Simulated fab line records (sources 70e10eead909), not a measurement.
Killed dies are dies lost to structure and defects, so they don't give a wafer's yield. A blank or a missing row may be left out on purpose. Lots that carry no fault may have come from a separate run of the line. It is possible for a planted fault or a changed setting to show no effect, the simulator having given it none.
fab line records + flow nand_harc + part 1 of 2: steps 1 to 4 of 6
[record]
- lots = 23
- wafers = 69
- last_day = 34
route steps=1302 shown A_CONTACT@1028
lots that met no fault: from a run of the same line without faults
start_h: the number of hours between the record's first day and the start of the first shown wafer of the lot + wait_h: hours from the lot's prior step to this one + " same as the row above + L1.1+2: one row covering several wafers at once + - no value, or no start given + * or withheld: withheld + < > ~ a bound
route shown NAME@n: names a module that has steps shown in the file, with the first one's number in the route + usual: average and standard deviation across the fault-free wafers + same: alike in all rows + chamber/n: place in a boat + sites: the reading at each site + _std_site: how widely they spread, as a standard deviation + _edge_site: the outer-site mean with the inner-site mean subtracted + radius_mm: how far each site lies from the wafer's centre + mask NAME#n: copy n + behind: the tool/chamber that last shaped the wafer + hold: why the lot went on hold/how many hours it stayed there/how the hold came to an end + device: names the non-switching transistor (n, p or np) + end of line: the same wafers' tests at the end of the route + a step without rows: its recipe alone + killed: dies lost to structure and defects at the first sort, not the wafer's yield + map: the dies of a wafer, with x for killed, . for not killed, _ for no die there
set.NAME: the run value of the setting; set.NAME@STEP: its run value at that earlier step + model.NAME: the simulator's own value behind a step, which no gauge read
one table for each step of the route and one row for each wafer, over a sample of lots
services: from which hour (start_h, from the record's first day; less than 0 if before it) a tool's chamber was out of use, for how many hours, and why
[[steps]]
[step NHARC_A_CONTACT_DEP_58]
[recipe]
- target_thk_a = 900
- target_thk_nm = 90
- temp_c = 400
- pressure_torr = 3.5
- flow_sccm = 200
- rf_w = 350
- material = SiON
[usual]
- heater_power_w = 785/120
| lot.wafer | tool     | chamber | start_h | wait_h | heater_power_w |
|-----------|----------|---------|---------|--------|----------------|
| L074.1    | pecvd-04 | 2       | 505.64  | 2.7    | 715            |
| L074.3    | "        | 0       | "       | "      | 755            |
| L074.5    | "        | 1       | "       | "      | 888            |
| L075.2    | pecvd-01 | 2       | 512.94  | 2.2    | 818            |
| L075.1    | "        | 0       | "       | "      | 685            |
| L075.4    | "        | 1       | "       | "      | 779            |
| L077.1    | pecvd-04 | 1       | 522.12  | 2.7    | 1021           |
| L077.6    | "        | 1       | "       | "      | 1016           |
| L077.5    | "        | 0       | "       | "      | 808            |
| L076.1    | pecvd-04 | 2       | 529.61  | 2.7    | 679            |
| L076.4    | "        | 1       | "       | "      | 998            |
| L076.5    | "        | 2       | "       | "      | 665            |
| L079.2    | pecvd-04 | 1       | 554.91  | 2.2    | 906            |
| L079.1    | "        | 2       | "       | "      | 708            |
| L079.6    | "        | 2       | "       | "      | 708            |
| L081.3    | pecvd-04 | 2       | 558.54  | 1.7    | 679            |
| L081.4    | "        | 0       | "       | "      | 831            |
| L081.5    | "        | 1       | "       | "      | 1006           |
| L078.3    | pecvd-01 | 0       | 562.39  | 1.7    | 580            |
| L078.6    | "        | 1       | "       | "      | 818            |
| L078.5    | "        | 2       | "       | "      | 812            |
| L080.3    | pecvd-01 | 2       | 565.96  | 1.7    | 813            |
| L080.6    | "        | 0       | "       | "      | 581            |
| L080.5    | "        | 2       | "       | "      | 830            |
| L083.1    | pecvd-04 | 0       | 589.91  | 2.8    | 805            |
| L083.5    | "        | 1       | "       | "      | 934            |
| L083.6    | "        | 2       | "       | "      | 743            |
| L085.2    | pecvd-01 | 2       | 596.86  | 2.2    | 844            |
| L085.4    | "        | 1       | "       | "      | 814            |
| L085.6    | "        | 0       | "       | "      | 626            |
| L084.3    | pecvd-03 | 1       | 600.44  | 1.7    | 789            |
| L084.6    | "        | 2       | "       | "      | 893            |
| L084.4    | "        | 1       | "       | "      | 816            |
| L086.1    | pecvd-01 | 0       | 631.47  | 2.7    | 675            |
| L086.2    | "        | 1       | "       | "      | 820            |
| L086.4    | "        | 0       | "       | "      | 663            |
| L088.1    | pecvd-01 | 2       | 647.01  | 2.8    | 836            |
| L088.5    | "        | 1       | "       | "      | 829            |
| L088.6    | "        | 2       | "       | "      | 859            |
| L089.1    | pecvd-03 | 1       | 648.68  | 2.7    | 733            |
| L089.2    | "        | 2       | "       | "      | 889            |
| L089.6    | "        | 0       | "       | "      | 592            |
| L087.1    | pecvd-03 | 2       | 652.92  | 2.8    | 733            |
| L087.5    | "        | 1       | "       | "      | 772            |
| L087.6    | "        | 2       | "       | "      | 754            |
| L090.2    | pecvd-03 | 2       | 655.70  | 2.3    | 815            |
| L090.4    | "        | 1       | "       | "      | 751            |
| L090.6    | "        | 2       | "       | "      | 848            |
| L091.1    | pecvd-04 | 2       | 674.80  | 2.7    | 641            |
| L091.2    | "        | 1       | "       | "      | 1048           |
| L091.4    | "        | 0       | "       | "      | 879            |
| L093.2    | pecvd-04 | 1       | 688.57  | 2.2    | 1066           |
| L093.3    | "        | 2       | "       | "      | 660            |
| L093.5    | "        | 0       | "       | "      | 860            |
| L092.3    | pecvd-04 | 0       | 692.59  | 1.6    | 873            |
| L092.5    | "        | 1       | "       | "      | 1011           |
| L092.4    | "        | 0       | "       | "      | 858            |
| L094.3    | pecvd-01 | 2       | 705.16  | 1.6    | 743            |
| L094.2    | "        | 1       | "       | "      | 829            |
| L094.4    | "        | 0       | "       | "      | 567            |
| L095.1    | pecvd-03 | 1       | 707.03  | 2.7    | 772            |
| L095.3    | "        | 2       | "       | "      | 796            |
| L095.2    | "        | 0       | "       | "      | 684            |
| L096.2    | pecvd-04 | 1       | 727.11  | 2.2    | 937            |
| L096.1    | "        | 2       | "       | "      | 640            |
| L096.5    | "        | 0       | "       | "      | 857            |
| L097.2    | pecvd-04 | 2       | 742.81  | 2.2    | 612            |
| L097.4    | "        | 0       | "       | "      | 904            |
| L097.6    | "        | 1       | "       | "      | 980            |
[step NHARC_A_CONTACT_ETCH_125]
[recipe]
- source_w = withheld
- pressure_mtorr = 20
- bias_v = 3000
- time_s = 197
- target_depth_a = 19180
- ar_flow_sccm = withheld
- c4f8_flow_sccm = withheld
- o2_flow_sccm = withheld
- chemistry = C4F8/O2/Ar
[usual]
- oes_air_line_au = 1.002/0.022
| lot.wafer | tool            | chamber | start_h | wait_h | oes_air_line_au | rf_hours_counter_h |
|-----------|-----------------|---------|---------|--------|-----------------|--------------------|
| L074.1    | har_cap_etch-02 | 1       | 508.20  | 0.2    | 1.034           | 84                 |
| L074.3    | "               | 0       | "       | "      | 0.983           | -                  |
| L074.5    | "               | 1       | "       | "      | 1.026           | -                  |
| L075.2    | har_cap_etch-02 | 0       | 518.31  | 0.2    | 0.996           | 86                 |
| L075.1    | "               | 1       | "       | "      | 1.007           | 86                 |
| L075.4    | "               | 0       | "       | "      | 0.992           | -                  |
| L077.1    | har_cap_etch-03 | 1       | 524.67  | 0.2    | 0.977           | 45                 |
| L077.6    | "               | 0       | "       | "      | 0.976           | -                  |
| L077.5    | "               | 1       | "       | "      | 0.975           | -                  |
| L076.1    | har_cap_etch-01 | 1       | 532.17  | 0.2    | 1.003           | 4                  |
| L076.4    | "               | 1       | "       | "      | 1.002           | -                  |
| L076.5    | "               | 0       | "       | "      | 1.004           | -                  |
| L079.2    | har_cap_etch-01 | 1       | 557.62  | 0.2    | 0.977           | 8                  |
| L079.1    | "               | 0       | "       | "      | 0.983           | 8                  |
| L079.6    | "               | 0       | "       | "      | 0.990           | -                  |
| L081.3    | har_cap_etch-02 | 1       | 561.16  | 0.2    | 0.960           | -                  |
| L081.4    | "               | 0       | "       | "      | 0.999           | -                  |
| L081.5    | "               | 1       | "       | "      | 0.978           | -                  |
| L078.3    | har_cap_etch-03 | 0       | 564.96  | 0.2    | 0.981           | -                  |
| L078.5    | "               | 1       | "       | "      | 1.012           | -                  |
| L078.6    | "               | 0       | "       | "      | 0.998           | -                  |
| L080.3    | har_cap_etch-02 | 0       | 568.60  | 0.2    | 1.001           | -                  |
| L080.6    | "               | 1       | "       | "      | 0.999           | -                  |
| L080.5    | "               | 0       | "       | "      | 1.040           | -                  |
| L083.1    | har_cap_etch-01 | 1       | 592.58  | 0.2    | 0.962           | 15                 |
| L083.6    | "               | 1       | "       | "      | 0.975           | -                  |
| L083.5    | "               | 0       | "       | "      | 1.012           | -                  |
| L085.2    | har_cap_etch-02 | 1       | 599.36  | 0.2    | 0.990           | 101                |
| L085.4    | "               | 1       | "       | "      | 1.021           | -                  |
| L085.6    | "               | 0       | "       | "      | 1.007           | -                  |
| L084.3    | har_cap_etch-03 | 0       | 603.09  | 0.2    | 0.992           | -                  |
| L084.4    | "               | 1       | "       | "      | 0.986           | -                  |
| L084.6    | "               | 0       | "       | "      | 1.009           | -                  |
| L086.2    | har_cap_etch-01 | 0       | 634.09  | 0.2    | 0.978           | 19                 |
| L086.1    | "               | 1       | "       | "      | 1.026           | 19                 |
| L086.4    | "               | 0       | "       | "      | 0.998           | -                  |
| L088.1    | har_cap_etch-03 | 0       | 649.60  | 0.2    | 0.985           | 68                 |
| L088.5    | "               | 0       | "       | "      | 1.003           | -                  |
| L088.6    | "               | 1       | "       | "      | 0.979           | -                  |
| L089.1    | har_cap_etch-01 | 1       | 651.17  | 0.2    | 1.039           | 23                 |
| L089.2    | "               | 0       | "       | "      | 1.011           | 23                 |
| L089.6    | "               | 1       | "       | "      | 1.014           | -                  |
| L087.1    | har_cap_etch-02 | 0       | 655.46  | 0.2    | 0.992           | 111                |
| L087.5    | "               | 1       | "       | "      | 1.003           | -                  |
| L087.6    | "               | 0       | "       | "      | 1.011           | -                  |
| L090.2    | har_cap_etch-03 | 0       | 658.33  | 0.2    | 0.995           | 70                 |
| L090.4    | "               | 1       | "       | "      | 0.993           | -                  |
| L090.6    | "               | 1       | "       | "      | 0.956           | -                  |
| L091.2    | har_cap_etch-01 | 1       | 677.56  | 0.2    | 1.033           | 28                 |
| L091.1    | "               | 0       | "       | "      | 1.000           | 28                 |
| L091.4    | "               | 0       | "       | "      | 0.996           | -                  |
| L093.2    | har_cap_etch-03 | 1       | 691.07  | 0.2    | 1.026           | 75                 |
| L093.3    | "               | 0       | "       | "      | 1.020           | -                  |
| L093.5    | "               | 0       | "       | "      | 1.018           | -                  |
| L092.4    | har_cap_etch-02 | 0       | 695.11  | 0.2    | 1.020           | -                  |
| L092.3    | "               | 1       | "       | "      | 1.027           | -                  |
| L092.5    | "               | 1       | "       | "      | 1.040           | -                  |
| L094.2    | har_cap_etch-02 | 1       | 707.68  | 0.2    | 0.990           | 122                |
| L094.3    | "               | 1       | "       | "      | 1.004           | -                  |
| L094.4    | "               | 0       | "       | "      | 1.016           | -                  |
| L095.1    | har_cap_etch-03 | 0       | 709.55  | 0.2    | 1.007           | 79                 |
| L095.2    | "               | 1       | "       | "      | 1.005           | 79                 |
| L095.3    | "               | 1       | "       | "      | 1.016           | -                  |
| L096.1    | har_cap_etch-01 | 0       | 729.63  | 0.2    | 1.041           | 36                 |
| L096.2    | "               | 1       | "       | "      | 1.012           | 36                 |
| L096.5    | "               | 0       | "       | "      | 1.003           | -                  |
| L097.2    | har_cap_etch-02 | 0       | 745.45  | 0.2    | 0.970           | 127                |
| L097.4    | "               | 0       | "       | "      | 0.981           | -                  |
| L097.6    | "               | 1       | "       | "      | 1.027           | -                  |
[step NHARC_A_CONTACT_ETCH_132]
[recipe]
- source_w = withheld
- pressure_mtorr = 20
- bias_v = 3000
- time_s = 197
- target_depth_a = 19240
- ar_flow_sccm = withheld
- c4f8_flow_sccm = withheld
- o2_flow_sccm = withheld
- chemistry = C4F8/O2/Ar
[usual]
- oes_air_line_au = 1.000/0.019
| lot.wafer | tool            | chamber | start_h | wait_h | oes_air_line_au | rf_hours_counter_h |
|-----------|-----------------|---------|---------|--------|-----------------|--------------------|
| L074.1    | har_cap_etch-02 | 1       | 509.44  | 0.1    | 0.992           | 86                 |
| L074.3    | "               | 0       | "       | "      | 0.973           | -                  |
| L074.5    | "               | 1       | "       | "      | 0.982           | -                  |
| L075.2    | har_cap_etch-02 | 0       | 519.55  | 0.1    | 1.005           | 87                 |
| L075.1    | "               | 1       | "       | "      | 1.009           | 87                 |
| L075.4    | "               | 0       | "       | "      | 0.984           | -                  |
| L077.1    | har_cap_etch-03 | 1       | 525.90  | 0.1    | 0.990           | 46                 |
| L077.6    | "               | 0       | "       | "      | 0.987           | -                  |
| L077.5    | "               | 1       | "       | "      | 0.982           | -                  |
| L076.1    | har_cap_etch-01 | 1       | 533.83  | 0.2    | 1.024           | 5                  |
| L076.4    | "               | 1       | "       | "      | 0.998           | -                  |
| L076.5    | "               | 0       | "       | "      | 1.010           | -                  |
| L079.2    | har_cap_etch-01 | 1       | 558.85  | 0.1    | 1.004           | 9                  |
| L079.1    | "               | 0       | "       | "      | 1.020           | 9                  |
| L079.6    | "               | 0       | "       | "      | 1.007           | -                  |
| L081.3    | har_cap_etch-02 | 1       | 562.80  | 0.2    | 1.009           | -                  |
| L081.4    | "               | 0       | "       | "      | 0.970           | -                  |
| L081.5    | "               | 1       | "       | "      | 1.002           | -                  |
| L078.3    | har_cap_etch-03 | 0       | 566.19  | 0.1    | 1.024           | -                  |
| L078.5    | "               | 1       | "       | "      | 0.987           | -                  |
| L078.6    | "               | 0       | "       | "      | 0.982           | -                  |
| L080.3    | har_cap_etch-02 | 0       | 570.25  | 0.2    | 1.048           | -                  |
| L080.6    | "               | 1       | "       | "      | 1.039           | -                  |
| L080.5    | "               | 0       | "       | "      | 1.042           | -                  |
| L083.1    | har_cap_etch-01 | 1       | 593.82  | 0.1    | 1.031           | 16                 |
| L083.6    | "               | 1       | "       | "      | 1.006           | -                  |
| L083.5    | "               | 0       | "       | "      | 1.002           | -                  |
| L085.2    | har_cap_etch-02 | 1       | 600.60  | 0.1    | 1.004           | 102                |
| L085.4    | "               | 1       | "       | "      | 0.999           | -                  |
| L085.6    | "               | 0       | "       | "      | 1.000           | -                  |
| L084.3    | har_cap_etch-03 | 0       | 604.33  | 0.1    | 0.997           | -                  |
| L084.4    | "               | 1       | "       | "      | 0.995           | -                  |
| L084.6    | "               | 0       | "       | "      | 1.020           | -                  |
| L086.2    | har_cap_etch-01 | 0       | 635.32  | 0.1    | 0.996           | 20                 |
| L086.1    | "               | 1       | "       | "      | 0.976           | 20                 |
| L086.4    | "               | 0       | "       | "      | 0.997           | -                  |
| L088.1    | har_cap_etch-03 | 0       | 650.83  | 0.1    | 1.005           | 69                 |
| L088.5    | "               | 0       | "       | "      | 1.018           | -                  |
| L088.6    | "               | 1       | "       | "      | 0.983           | -                  |
| L089.1    | har_cap_etch-01 | 1       | 652.41  | 0.1    | 0.975           | 24                 |
| L089.2    | "               | 0       | "       | "      | 0.970           | 24                 |
| L089.6    | "               | 1       | "       | "      | 1.022           | -                  |
| L087.1    | har_cap_etch-02 | 0       | 656.69  | 0.1    | 0.990           | 112                |
| L087.5    | "               | 1       | "       | "      | 0.973           | -                  |
| L087.6    | "               | 0       | "       | "      | 0.998           | -                  |
| L090.2    | har_cap_etch-03 | 0       | 659.56  | 0.1    | 1.008           | 71                 |
| L090.4    | "               | 1       | "       | "      | 1.013           | -                  |
| L090.6    | "               | 1       | "       | "      | 1.022           | -                  |
| L091.2    | har_cap_etch-01 | 1       | 679.21  | 0.2    | 1.001           | 29                 |
| L091.1    | "               | 0       | "       | "      | 1.031           | 29                 |
| L091.4    | "               | 0       | "       | "      | 0.993           | -                  |
| L093.2    | har_cap_etch-03 | 1       | 692.30  | 0.1    | 1.051           | 76                 |
| L093.3    | "               | 0       | "       | "      | 1.008           | -                  |
| L093.5    | "               | 0       | "       | "      | 1.020           | -                  |
| L092.4    | har_cap_etch-02 | 0       | 696.35  | 0.1    | 0.973           | -                  |
| L092.3    | "               | 1       | "       | "      | 1.007           | -                  |
| L092.5    | "               | 1       | "       | "      | 0.992           | -                  |
| L094.2    | har_cap_etch-02 | 1       | 708.91  | 0.2    | 0.972           | 123                |
| L094.3    | "               | 1       | "       | "      | 0.976           | -                  |
| L094.4    | "               | 0       | "       | "      | 0.980           | -                  |
| L095.1    | har_cap_etch-03 | 0       | 710.78  | 0.1    | 0.976           | 81                 |
| L095.2    | "               | 1       | "       | "      | 0.999           | 81                 |
| L095.3    | "               | 1       | "       | "      | 1.019           | -                  |
| L096.1    | har_cap_etch-01 | 0       | 730.87  | 0.1    | 1.002           | 37                 |
| L096.2    | "               | 1       | "       | "      | 1.007           | 37                 |
| L096.5    | "               | 0       | "       | "      | 0.978           | -                  |
| L097.2    | har_cap_etch-02 | 0       | 746.69  | 0.1    | 0.982           | 128                |
| L097.4    | "               | 0       | "       | "      | 0.987           | -                  |
| L097.6    | "               | 1       | "       | "      | 0.999           | -                  |
[step NHARC_A_CONTACT_ETCH_88]
[recipe]
- target_depth_a = 390
- over_etch_frac = 0.3
- time_s = 65
- ion_energy_ev = 80
- cf4_flow_sccm = 150
- ar_flow_sccm = 0
- rf_w = 300
- bias_w = 100
- chemistry = CF4
[usual]
- bias_w = 100.0/0.32
- drypump_motor_current_A = 5.7/0.53
- oes_product_au = 1.000/0.0072
- rf_vpp_V = 151.3/1.5
- showerhead_plenum_p_Torr = 1.77/0.096
- throttle_valve_pct = 13.283/0.0094
| lot.wafer | tool        | chamber | start_h | wait_h | bias_w | drypump_motor_current_A | oes_product_au | rf_hours_counter_h | rf_vpp_V | showerhead_plenum_p_Torr | throttle_valve_pct |
|-----------|-------------|---------|---------|--------|--------|-------------------------|----------------|--------------------|----------|--------------------------|--------------------|
| L074.3    | rie_diel-08 | 2       | 514.21  | 0.1    | 99.8   | 5.2                     | 1.010          | 39                 | 149.6    | 1.68                     | 13.291             |
| L074.1    | "           | 3       | "       | "      | 99.6   | 5.2                     | 1.001          | 43                 | 150.9    | 1.76                     | 13.279             |
| L074.5    | "           | 0       | "       | "      | 100.4  | 5.4                     | 1.000          | -                  | 150.3    | 1.67                     | 13.277             |
| L075.4    | rie_diel-04 | 0       | 524.40  | 0.1    | 99.8   | 5.7                     | 1.003          | 50                 | 150.2    | 1.71                     | 13.286             |
| L075.2    | "           | 1       | "       | "      | 100.2  | 4.9                     | 1.000          | 48                 | 153.3    | 1.88                     | 13.284             |
| L075.1    | "           | 2       | "       | "      | 99.4   | 5.6                     | 1.004          | 48                 | 150.4    | 1.74                     | 13.284             |
| L077.1    | rie_diel-03 | 1       | 531.65  | 0.1    | 99.9   | 6.7                     | 0.998          | 11                 | 149.2    | 1.67                     | 13.274             |
| L077.5    | "           | 3       | "       | "      | 100.1  | 6.2                     | 1.010          | -                  | 151.2    | 1.76                     | 13.287             |
| L077.6    | "           | 0       | "       | "      | 99.6   | 5.1                     | 0.993          | -                  | 153.5    | 1.91                     | 13.283             |
| L076.1    | rie_diel-08 | 1       | 540.93  | 0.1    | 99.4   | 6.0                     | 1.006          | 56                 | 154.3    | 1.89                     | 13.300             |
| L076.4    | "           | 2       | "       | "      | 100.1  | 5.2                     | 1.015          | 48                 | 150.6    | 1.68                     | 13.291             |
| L076.5    | "           | 0       | "       | "      | 100.0  | 5.4                     | 0.988          | -                  | 149.5    | 1.67                     | 13.274             |
| L079.1    | rie_diel-08 | 0       | 566.93  | 0.1    | 100.3  | 5.4                     | 0.979          | 2                  | 148.0    | 1.67                     | 13.286             |
| L079.2    | "           | 1       | "       | "      | 99.7   | 6.0                     | 0.997          | 2                  | 151.6    | 1.89                     | 13.290             |
| L079.6    | "           | 0       | "       | "      | 99.6   | 5.4                     | 0.989          | -                  | 149.4    | 1.67                     | 13.292             |
| L081.4    | rie_diel-03 | 3       | 572.39  | 0.1    | 100.3  | 6.2                     | 1.002          | 16                 | 150.8    | 1.76                     | 13.295             |
| L081.3    | "           | 0       | "       | "      | 99.8   | 5.1                     | 1.008          | 19                 | 153.2    | 1.90                     | 13.274             |
| L081.5    | "           | 2       | "       | "      | 100.2  | 6.0                     | 0.996          | -                  | 151.1    | 1.64                     | 13.293             |
| L078.3    | rie_diel-08 | 3       | 574.85  | 0.1    | 100.3  | 5.2                     | 0.998          | 4                  | 151.6    | 1.76                     | 13.267             |
| L078.6    | "           | 0       | "       | "      | 100.0  | 5.4                     | 0.999          | -                  | 149.5    | 1.67                     | 13.290             |
| L078.5    | "           | 1       | "       | "      | 99.9   | 6.0                     | 1.012          | -                  | 151.8    | 1.89                     | 13.289             |
| L080.3    | rie_diel-08 | 0       | 580.33  | 0.1    | 100.5  | 5.4                     | 0.989          | 6                  | 149.2    | 1.67                     | 13.272             |
| L080.6    | "           | 3       | "       | "      | 100.2  | 5.2                     | 0.997          | -                  | 150.1    | 1.76                     | 13.292             |
| L080.5    | "           | 0       | "       | "      | 100.2  | 5.4                     | 0.994          | -                  | 149.4    | 1.67                     | 13.268             |
| L083.1    | rie_diel-04 | 1       | 599.92  | 0.1    | 99.7   | 4.8                     | 1.008          | 21                 | 153.2    | 1.87                     | 13.283             |
| L083.5    | "           | 0       | "       | "      | 99.4   | 5.7                     | 1.015          | -                  | 150.6    | 1.70                     | 13.279             |
| L083.6    | "           | 1       | "       | "      | 99.3   | 4.8                     | 1.009          | -                  | 153.4    | 1.87                     | 13.285             |
| L085.4    | rie_diel-08 | 1       | 605.50  | 0.1    | 100.3  | 6.0                     | 0.998          | 14                 | 151.7    | 1.89                     | 13.288             |
| L085.2    | "           | 2       | "       | "      | 100.2  | 5.3                     | 0.991          | 15                 | 149.9    | 1.67                     | 13.278             |
| L085.6    | "           | 0       | "       | "      | 100.4  | 5.4                     | 0.994          | -                  | 149.4    | 1.67                     | 13.285             |
| L084.3    | rie_diel-03 | 1       | 609.23  | 0.1    | 99.7   | 6.7                     | 1.003          | 25                 | 149.9    | 1.67                     | 13.273             |
| L084.6    | "           | 3       | "       | "      | 100.0  | 6.2                     | 1.013          | -                  | 150.1    | 1.75                     | 13.269             |
| L084.4    | "           | 0       | "       | "      | 99.6   | 5.1                     | 1.016          | -                  | 154.7    | 1.90                     | 13.286             |
| L086.4    | rie_diel-08 | 3       | 642.60  | 0.1    | 99.7   | 5.2                     | 1.007          | 28                 | 150.0    | 1.75                     | 13.283             |
| L086.2    | "           | 0       | "       | "      | 99.9   | 5.4                     | 0.995          | 25                 | 149.9    | 1.67                     | 13.291             |
| L086.1    | "           | 1       | "       | "      | 100.3  | 6.1                     | 1.005          | 27                 | 153.0    | 1.88                     | 13.281             |
| L088.1    | rie_diel-04 | 3       | 657.19  | 0.1    | 100.2  | 5.9                     | 1.000          | 36                 | 152.0    | 1.88                     | 13.297             |
| L088.5    | "           | 1       | "       | "      | 99.7   | 4.8                     | 0.997          | -                  | 154.0    | 1.86                     | 13.269             |
| L088.6    | "           | 2       | "       | "      | 100.1  | 5.5                     | 0.993          | -                  | 151.0    | 1.72                     | 13.286             |
| L089.1    | rie_diel-03 | 0       | 659.34  | 0.1    | 99.9   | 5.1                     | 1.008          | 3                  | 153.1    | 1.90                     | 13.281             |
| L089.2    | "           | 1       | "       | "      | 99.7   | 6.7                     | 0.995          | 3                  | 149.8    | 1.67                     | 13.279             |
| L089.6    | "           | 0       | "       | "      | 99.8   | 5.1                     | 1.008          | -                  | 153.1    | 1.90                     | 13.280             |
| L087.1    | rie_diel-03 | 2       | 663.00  | 0.1    | 100.2  | 6.0                     | 1.010          | 2                  | 152.3    | 1.91                     | 13.295             |
| L087.5    | "           | 0       | "       | "      | 100.3  | 5.1                     | 1.000          | -                  | 153.6    | 1.90                     | 13.285             |
| L087.6    | "           | 1       | "       | "      | 100.1  | 6.7                     | 1.001          | -                  | 149.9    | 1.67                     | 13.292             |
| L090.4    | rie_diel-03 | 0       | 664.71  | 0.1    | 100.0  | 5.1                     | 1.001          | 4                  | 153.1    | 1.90                     | 13.294             |
| L090.2    | "           | 1       | "       | "      | 100.3  | 6.7                     | 0.997          | 4                  | 149.5    | 1.67                     | 13.287             |
| L090.6    | "           | 0       | "       | "      | 99.8   | 5.1                     | 1.007          | -                  | 151.7    | 1.90                     | 13.282             |
| L091.1    | rie_diel-04 | 1       | 684.85  | 0.1    | 100.1  | 4.8                     | 0.996          | 49                 | 152.8    | 1.86                     | 13.288             |
| L091.4    | "           | 3       | "       | "      | 100.0  | 5.9                     | 0.994          | 45                 | 153.9    | 1.88                     | 13.299             |
| L091.2    | "           | 0       | "       | "      | 99.8   | 5.7                     | 1.001          | 49                 | 150.0    | 1.70                     | 13.299             |
| L093.2    | rie_diel-04 | 1       | 698.45  | 0.1    | 100.3  | 4.8                     | 1.006          | 52                 | 153.1    | 1.86                     | 13.270             |
| L093.3    | "           | 3       | "       | "      | 99.9   | 5.9                     | 1.004          | 48                 | 152.2    | 1.88                     | 13.283             |
| L093.5    | "           | 1       | "       | "      | 100.1  | 4.8                     | 0.999          | -                  | 151.9    | 1.86                     | 13.269             |
| L092.4    | rie_diel-03 | 0       | 701.23  | 0.1    | 100.8  | 5.1                     | 0.995          | 8                  | 152.5    | 1.90                     | 13.287             |
| L092.3    | "           | 1       | "       | "      | 100.1  | 6.6                     | 0.999          | 9                  | 149.5    | 1.66                     | 13.283             |
| L092.5    | "           | 2       | "       | "      | 99.7   | 6.0                     | 0.992          | -                  | 153.3    | 1.91                     | 13.302             |
| L094.2    | rie_diel-03 | 2       | 713.83  | 0.1    | 99.6   | 6.0                     | 0.998          | 11                 | 152.2    | 1.90                     | 13.285             |
| L094.4    | "           | 3       | "       | "      | 100.0  | 6.2                     | 0.993          | 10                 | 150.4    | 1.75                     | 13.284             |
| L094.3    | "           | 0       | "       | "      | 100.1  | 5.1                     | 0.995          | 10                 | 151.5    | 1.90                     | 13.274             |
| L095.2    | rie_diel-08 | 3       | 715.71  | 0.1    | 100.3  | 5.2                     | 0.989          | 52                 | 151.5    | 1.74                     | 13.269             |
| L095.1    | "           | 0       | "       | "      | 100.3  | 5.4                     | 1.002          | 51                 | 150.0    | 1.66                     | 13.309             |
| L095.3    | "           | 1       | "       | "      | 100.3  | 6.0                     | 1.008          | 50                 | 151.3    | 1.88                     | 13.289             |
| L096.1    | rie_diel-08 | 1       | 735.78  | 0.1    | 100.1  | 6.0                     | 1.004          | 1                  | 152.1    | 1.88                     | 13.280             |
| L096.2    | "           | 3       | "       | "      | 99.7   | 5.2                     | 0.992          | 1                  | 151.0    | 1.74                     | 13.284             |
| L096.5    | "           | 0       | "       | "      | 100.1  | 5.4                     | 0.998          | -                  | 149.9    | 1.66                     | 13.278             |
| L097.4    | rie_diel-03 | 0       | 754.87  | 0.1    | 99.5   | 5.1                     | 0.996          | 15                 | 152.4    | 1.90                     | 13.298             |
| L097.2    | "           | 2       | "       | "      | 99.3   | 6.0                     | 1.009          | 18                 | 153.2    | 1.90                     | 13.271             |
| L097.6    | "           | 1       | "       | "      | 100.0  | 6.7                     | 0.995          | -                  | 151.5    | 1.66                     | 13.272             |
